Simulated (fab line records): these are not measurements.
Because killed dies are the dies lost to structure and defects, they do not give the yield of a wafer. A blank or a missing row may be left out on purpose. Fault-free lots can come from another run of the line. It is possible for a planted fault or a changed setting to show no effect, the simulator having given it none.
What tool caused it? | flow n5Finfet | 8 lots with 24 wafers sampled at 7 steps, on a route of 1938 steps

## WHAT THE GAUGES READ, wafer by wafer
N5_BEOL_M3_RS_MEAS_58: measurement is done with a four-point probe.
lot  | measured     | on           | M3_RS (ohm/sq)
L928 | day 8 08:41  | filmMetro-01 | 0.68 0.69 0.70
L933 | day 9 19:35  | filmMetro-02 | 0.68 0.68 0.65
L934 | day 9 22:28  | filmMetro-01 | 0.70 0.68 0.69
L940 | day 12 02:52 | filmMetro-02 | 0.85 0.83 0.79
L943 | day 12 03:08 | filmMetro-01 | 0.84 0.79 0.81
L947 | day 12 22:38 | filmMetro-01 | 0.74 0.73 0.68
L948 | day 13 18:11 | filmMetro-01 | 0.72 0.75 0.68
L949 | day 15 12:05 | filmMetro-02 | 0.64 0.64 0.67

N5_BEOL_M4_RC_MEAS_101.
lot  | measured     | on        | COMB_M3 (S/m)                 | COMB_M3_max_site (S/m)           | DIBL_N (mV/V)  | DIBL_P (mV/V)  | IOFF_N (nA/um) | IOFF_P (nA/um) | ION_N (uA/um) | ION_P (uA/um) | SS_N (mV/dec)  | SS_P (mV/dec)  | VT_N (mV)   | VT_P (mV)
L928 | day 9 03:59  | prober-02 | 4.3e-11 6.5e-11 5e-11         | 6.5e-11 7.9e-11 7.2e-11          | 36.8 36.4 38.0 | 37.0 36.0 38.4 | 0.15 0.14 0.18 | 0.20 0.18 0.21 | 660 666 667   | 460 460 457   | 72.2 71.8 72.5 | 73.1 73.5 73.6 | 252 253 251 | -253 -255 -253
L933 | day 10 08:27 | prober-02 | 5.7e-11 4.6e-11 5.1e-11       | 7.5e-11 8.2e-11 6.1e-11          | 36.2 33.3 37.4 | 37.7 33.2 38.6 | 0.16 0.12 0.18 | 0.22 0.17 0.25 | 675 663 677   | 471 460 468   | 71.6 71.1 72.3 | 73.5 72.6 73.3 | 249 254 248 | -246 -251 -248
L934 | day 10 17:46 | prober-02 | 7.7e-11 6.2e-11 4.3e-11       | 8.7e-11 9e-11 6.5e-11            | 41.1 38.2 37.5 | 41.2 38.3 37.9 | 0.24 0.18 0.17 | 0.27 0.20 0.21 | 692 672 670   | 467 456 451   | 72.5 72.0 71.7 | 73.7 73.1 73.3 | 244 248 247 | -251 -255 -251
L940 | day 12 16:13 | prober-01 | 7.4e-11 5.5e-11 6.2e-11       | ~0.0014286 8.6e-11 7.1e-11       | 36.7 35.1 37.1 | 38.6 35.9 38.7 | 0.16 0.14 0.19 | 0.23 0.18 0.23 | 667 662 691   | 458 453 466   | 71.5 72.0 71.7 | 74.3 74.2 74.5 | 250 252 245 | -251 -257 -253
L943 | day 12 18:59 | prober-02 | 5.4e-11 ~0.0014286 ~0.0014286 | ~0.0014286 ~0.0014286 ~0.0014286 | 39.3 40.1 37.9 | 41.1 41.8 40.0 | 0.23 0.24 0.21 | 0.29 0.32 0.28 | 690 694 692   | 478 473 478   | 71.9 72.3 72.5 | 73.8 74.4 74.2 | 243 243 243 | -244 -242 -242
L947 | day 13 14:30 | prober-02 | 5.1e-11 6.9e-11 5.8e-11       | 7e-11 9.4e-11 7.3e-11            | 38.1 39.6 37.0 | 36.4 38.4 35.7 | 0.17 0.20 0.15 | 0.25 0.29 0.23 | 687 671 683   | 471 462 470   | 71.4 72.5 70.7 | 73.9 73.2 73.3 | 247 250 249 | -248 -247 -248
L948 | day 14 18:44 | prober-02 | 5.2e-11 5e-11 6e-11           | 6.2e-11 8.8e-11 8e-11            | 37.6 36.9 36.6 | 38.4 37.5 37.7 | 0.18 0.16 0.16 | 0.24 0.22 0.23 | 684 671 676   | 467 460 469   | 72.0 71.8 71.8 | 72.7 73.1 73.9 | 248 249 249 | -250 -254 -251
L949 | day 15 19:44 | prober-01 | 5.8e-11 6.9e-11 5.6e-11       | 8.1e-11 8.2e-11 7.1e-11          | 36.6 36.8 35.9 | 36.4 35.9 35.0 | 0.15 0.16 0.14 | 0.19 0.20 0.18 | 669 682 670   | 454 464 455   | 71.8 71.9 71.6 | 72.8 73.6 73.4 | 251 248 251 | -252 -253 -254

## TOOL THAT RAN EACH LOT (tool first, then ch and the chambers of the sampled wafers, then the start)
lot  | N5_BEOL_M3_SURFACE_TREAT_85 | N5_BEOL_M3_SPUTTER_81       | N5_BEOL_M3_SPUTTER_92       | N5_BEOL_M3_ANNEAL_51            | N5_BEOL_M3_CMP_52
L928 | pvdSputter-02, day 8 05:21  | pvdSputter-02, day 8 06:01  | pvdSputter-02, day 8 06:53  | rtpAnneal-01 ch 0, day 8 07:32  | cmp-03 ch 0,2,3, day 8 07:59
L933 | pvdSputter-03, day 9 16:20  | pvdSputter-02, day 9 17:08  | pvdSputter-02, day 9 18:01  | rtpAnneal-01 ch 0, day 9 18:44  | cmp-02 ch 1,3, day 9 19:04
L934 | pvdSputter-01, day 9 19:25  | pvdSputter-02, day 9 20:07  | pvdSputter-02, day 9 20:59  | rtpAnneal-02 ch 0, day 9 21:40  | cmp-03 ch 2,3, day 9 21:55
L940 | pvdSputter-03, day 11 23:43 | pvdSputter-03, day 12 00:29 | pvdSputter-03, day 12 01:22 | rtpAnneal-01, day 12 02:00      | cmp-04 ch 2,3, day 12 02:19
L943 | pvdSputter-03, day 12 00:00 | pvdSputter-01, day 12 00:45 | pvdSputter-01, day 12 01:38 | rtpAnneal-01, day 12 02:22      | cmp-02 ch 0,2,3, day 12 02:39
L947 | pvdSputter-02, day 12 19:26 | pvdSputter-03, day 12 20:16 | pvdSputter-03, day 12 21:09 | rtpAnneal-01 ch 0, day 12 21:50 | cmp-04 ch 1,2,3, day 12 22:05
L948 | pvdSputter-03, day 13 15:10 | pvdSputter-01, day 13 15:49 | pvdSputter-01, day 13 16:42 | rtpAnneal-01 ch 0, day 13 17:20 | cmp-04 ch 0,1, day 13 17:38
L949 | pvdSputter-02, day 14 05:29 | pvdSputter-03, day 14 06:40 | pvdSputter-03, day 15 10:13 | rtpAnneal-01 ch 0, day 15 11:14 | cmp-02 ch 0,2,3, day 15 11:35
- N5_BEOL_M3_SURFACE_TREAT_85
- N5_BEOL_M3_SPUTTER_81: material Cu, target thk 4.5 nm, time 8.29 s.
- N5_BEOL_M3_SPUTTER_92: material Cu, target thk 4.5 nm, time 8.29 s.
- N5_BEOL_M3_ANNEAL_51: time 90 s.
- N5_BEOL_M3_CMP_52: polishes, stops on SiOC, t overpolish 6.8 s, target thk 40 nm.

## AS READ BY THE TOOLS THEMSELVES (means over the sampled wafers that have a number; for cases with no such wafer, the mark the record gives instead)
N5_BEOL_M3_SPUTTER_81.
lot  | tool          | throttleValvePct (%)
L928 | pvdSputter-02 | 29.1
L933 | pvdSputter-02 | 29.7
L934 | pvdSputter-02 | 28.6
L940 | pvdSputter-03 | 30.1
L943 | pvdSputter-01 | 31.2
L947 | pvdSputter-03 | 30.6
L948 | pvdSputter-01 | 31.5
L949 | pvdSputter-03 | 30.4

N5_BEOL_M3_SPUTTER_92.
lot  | tool          | throttleValvePct (%)
L928 | pvdSputter-02 | 29.0
L933 | pvdSputter-02 | 29.8
L934 | pvdSputter-02 | 28.5
L940 | pvdSputter-03 | 30.0
L943 | pvdSputter-01 | 31.1
L947 | pvdSputter-03 | 30.5
L948 | pvdSputter-01 | 31.6
L949 | pvdSputter-03 | 30.1

N5_BEOL_M3_ANNEAL_51.
lot  | tool         | annealTempC (C) | annealTempCMax | wafer_temp_C_max
L928 | rtpAnneal-01 | 224.93          | 226.03         | 225.57
L933 | rtpAnneal-01 | 225.19          | 226.20         | 225.77
L934 | rtpAnneal-02 | 224.72          | 225.96         | 226.22
L940 | rtpAnneal-01 | -               | -              | -
L943 | rtpAnneal-01 | -               | -              | -
L947 | rtpAnneal-01 | 225.02          | 225.98         | 225.81
L948 | rtpAnneal-01 | 225.31          | 226.30         | 225.91
L949 | rtpAnneal-01 | 225.15          | 226.23         | 225.66

N5_BEOL_M3_CMP_52.
lot  | tool   | barrierFieldEndpointS (s) | clearingPlatenRpm (rpm) | motorCurrentA (A) | overpolishRunS (s) | platenRpm (rpm) | retainingRingPressureFrac | slurryFilterDpKPa (kPa) | slurryFlowMlMin | timeToEndpointS (s)
L928 | cmp-03 | 24.5                      | 50.013                  | 5.7               | 6.802              | 49.98           | 0.998                     | 13.58                   | 150.0           | 64
L933 | cmp-02 | 25.5                      | 49.994                  | 6.0               | 6.798              | 49.97           | 0.998                     | 13.50                   | 150.3           | 64
L934 | cmp-03 | 23.9                      | 50.008                  | 5.9               | 6.799              | 49.97           | 1.002                     | 13.41                   | 149.8           | 60
L940 | cmp-04 | 29.5                      | 50.012                  | 6.1               | 6.804              | 50.00           | 1.003                     | 13.54                   | 149.8           | 81
L943 | cmp-02 | 29.4                      | 49.991                  | 6.0               | 6.798              | 50.02           | 0.997                     | 13.56                   | 150.5           | 81
L947 | cmp-04 | 24.9                      | 50.001                  | 5.9               | 6.808              | 50.00           | 0.999                     | 13.57                   | 149.5           | 62
L948 | cmp-04 | 24.7                      | 50.014                  | 6.7               | 6.805              | 49.99           | 1.001                     | 13.51                   | 151.0           | 62
L949 | cmp-02 | 25.3                      | 49.984                  | 6.2               | 6.791              | 50.02           | 1.003                     | 13.53                   | 150.2           | 62

## THE ANSWER, worked out from the rows above alone
Rule: what is usual is taken from the lots themselves. Put in order of their means at a reading, lots are off if they are a third of the lots or fewer, leave a main group of 4 or more, and stand apart from it by a gap of 3 or more times the standard deviation of the main group's means; of several such gaps the widest counts. The tables above print the reading to a certain number of digits; a main group whose means all agree to those digits is not used. A lot without any number at a reading at which 4 lots or more have one is off too. The other lots that the step has rows for count as sound. After the gauges, taken in route order, come the tools' own readings; for these a lot's mean is taken, as printed above. At the first step where some lot is off, the reading lying furthest off is the one used; lots without a number count as furthest.
Off: L940, L943, at N5_BEOL_M3_RS_MEAS_58 (M3_RS). The main group has a mean of 0.69 ohm/sq with a standard deviation of 0.024.
If a tool, at a process step before that reading, ran all the lots that are off and no sound lot after the first of them, it fits. Not tried: the gauges at N5_BEOL_M3_RS_MEAS_58; whatever is off there is also off at N5_BEOL_M4_RC_MEAS_101, on other tools, and gauge error can't account for it. No candidate that was tried fits.

## WHAT WAS PUT IN BY THE SIMULATOR
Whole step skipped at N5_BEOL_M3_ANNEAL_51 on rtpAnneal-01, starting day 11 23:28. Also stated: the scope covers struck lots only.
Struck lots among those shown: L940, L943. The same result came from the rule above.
